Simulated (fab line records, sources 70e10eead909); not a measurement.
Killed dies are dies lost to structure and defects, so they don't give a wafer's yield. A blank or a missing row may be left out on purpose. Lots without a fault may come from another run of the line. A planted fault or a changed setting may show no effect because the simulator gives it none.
Chamber matching | flow nand_harc | NHARC_A_DECK1_JOINT_CMP_13 on cmp-01: 4 sister chambers
The step polishes, target thk 51.023 nm. 16 wafers are shown with their chamber, then 8 later ones without.

WAFERS WITH THEIR CHAMBER
wafer  | chamber | motor_current_A (A) | time_to_endpoint_s (s) | retaining_ring_pressure_frac
L074.2 | 0       | 10.3                | 6.0                    | 1.000
L074.5 | 1       | 11.3                | 7.4                    | 0.992
L074.6 | 0       | 10.5                | 4.1                    | 1.008
L078.1 | 1       | 11.5                | 10.2                   | 1.007
L078.4 | 2       | 10.8                | 9.4                    | 1.002
L078.5 | 1       | 12.3                | 8.4                    | 1.002
L080.3 | 1       | 11.8                | 8.6                    | 1.010
L080.5 | 0       | 10.3                | 5.2                    | 0.999
L080.6 | 1       | 11.9                | 10.2                   | 1.001
L083.1 | 0       | 10.5                | 7.2                    | 0.993
L083.5 | 3       | 12.1                | 9.0                    | 0.996
L083.6 | 2       | 10.9                | 8.2                    | 0.999
L086.1 | 0       | 10.3                | 7.5                    | 0.990
L086.3 | 1       | 11.4                | 7.2                    | 0.994
L086.4 | 3       | 11.0                | 6.1                    | 1.001
L089.4 | 2       | 11.1                | 6.8                    | 0.988

SIGNATURES (means of the wafers above)
reading                      | chamber 0 | chamber 1 | chamber 2 | chamber 3 | scatter within a chamber
motor_current_A              | 10.380    | 11.700    | 10.933    | 11.550    | 0.342
time_to_endpoint_s           | 6.000     | 8.667     | 8.133     | 7.550     | 1.42
retaining_ring_pressure_frac | 0.99800   | 1.00100   | 0.99633   | 0.99850   | 0.00685
Rule: a wafer's distance from a chamber is the root of the sum, over the readings, of the square of ((its reading less the chamber's mean) divided by the reading's scatter). The wafer belongs to the nearest chamber; if the next one is less than 2 further off, it can't be placed. The scatter: the root of (the sum of the squares of (reading less its chamber's mean) over the shown wafers, divided by (wafers less chambers)).

WAFERS WITHOUT THEIR CHAMBER
wafer  | motor_current_A (A) | time_to_endpoint_s (s) | retaining_ring_pressure_frac
L089.5 | 12.0                | 7.6                    | 1.000
L089.6 | 10.8                | 8.8                    | 0.995
L092.1 | 11.8                | 8.7                    | 0.994
L092.2 | 12.0                | 7.5                    | 0.996
L092.6 | 10.6                | 8.1                    | 0.989
L094.4 | 10.2                | 10.0                   | 0.998
L094.5 | 10.8                | 9.7                    | 1.009
L094.6 | 12.0                | 9.4                    | 0.992

WHICH CHAMBER EACH WENT THROUGH
wafer  | from the rows above               | in truth
L089.5 | can't be placed: 1 or 3           | 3
L089.6 | can't be placed: 2 or 0 or 3      | 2
L092.1 | can't be placed: 1 or 3 or 2      | 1
L092.2 | can't be placed: 3 or 1 or 2      | 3
L092.6 | can't be placed: 2 or 0 or 3      | 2
L094.4 | can't be placed: 2 or 0 or 3 or 1 | 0
L094.5 | can't be placed: 2 or 1 or 3 or 0 | 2
L094.6 | can't be placed: 1 or 3 or 2      | 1
Placed correctly: 0 of 8. Can't be placed from these rows: 8 (the true chamber is among the candidates in 8). Placed wrongly: 0.
